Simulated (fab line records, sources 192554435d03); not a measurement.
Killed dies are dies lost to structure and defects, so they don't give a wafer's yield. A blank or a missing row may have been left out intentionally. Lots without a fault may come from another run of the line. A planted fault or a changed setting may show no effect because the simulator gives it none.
The tool behind it: which one? ; flow n5Finfet ; Sampling: 12 lots, 36 wafers, 2 of 1938 route steps

## WHAT THE GAUGES READ, wafer by wafer
N5_BEOL_M0_OCD_MEAS_108.
lot;measured;on;trenchDepthNm (nm)
L075;day 6 05:27;ocd-01;32.4 32.1 33.0
L077;day 6 12:37;ocd-02;32.0 33.4 32.8
L079;day 7 00:47;ocd-01;33.0 32.7 33.5
L080;day 7 18:17;ocd-01;33.5 32.2 32.3
L083;day 8 04:31;ocd-02;33.9 33.1 32.0
L085;day 8 17:47;ocd-01;32.9 33.8 31.4
L087;day 9 11:47;ocd-01;33.1 31.2 33.2
L088;day 9 21:17;ocd-01;32.2 32.2 32.2
L091;day 10 07:19;ocd-02;33.0 31.6 33.1
L093;day 10 22:50;ocd-02;32.1 32.1 32.0
L095;day 11 02:16;ocd-02;31.7 32.0 32.0
L097;day 12 02:19;ocd-02;33.0 33.5 34.0

## TOOL THAT RAN EACH LOT (tool first, then ch and the chambers of the sampled wafers, then the start)
lot;N5_BEOL_M0_TRENCH_ETCH_107
L075;rieDiel-02 ch 2,3, day 6 05:21
L077;rieDiel-01 ch 0,1,2, day 6 12:31
L079;rieDiel-06 ch 1,3, day 7 00:41
L080;rieDiel-02 ch 0,1,2, day 7 18:10
L083;rieDiel-06 ch 1,2,3, day 8 04:25
L085;rieDiel-01 ch 0,2,3, day 8 17:40
L087;rieDiel-01 ch 0,2, day 9 11:41
L088;rieDiel-02 ch 0,3, day 9 21:11
L091;rieDiel-01 ch 0,1,3, day 10 07:13
L093;rieDiel-02 ch 0,2, day 10 22:44
L095;rieDiel-02 ch 0,3, day 11 02:09
L097;rieDiel-06 ch 0,3, day 12 02:13
- N5_BEOL_M0_TRENCH_ETCH_107: etches SiOC in C4F6/O2, target depth 32.8 nm, time 16.4 s.

## THE ANSWER, worked out from the rows above alone
Rule: the usual values come from the lots themselves. Put in order of their means at a reading, lots are off if they are a third of the lots or fewer, leave a main group of 4 or more, and stand apart from it by a gap of 3 or more times the standard deviation of the main group's means; of several such gaps the widest counts. Not used: any main group whose means are identical at the precision the tables above print for the reading. Also off: a lot with no number at a reading for which 4 or more lots have one. The other lots that the step has rows for count as sound.
No lot is off on any of the readings shown, so nothing can be concluded from this.

## WHAT THE SIMULATOR PUT IN
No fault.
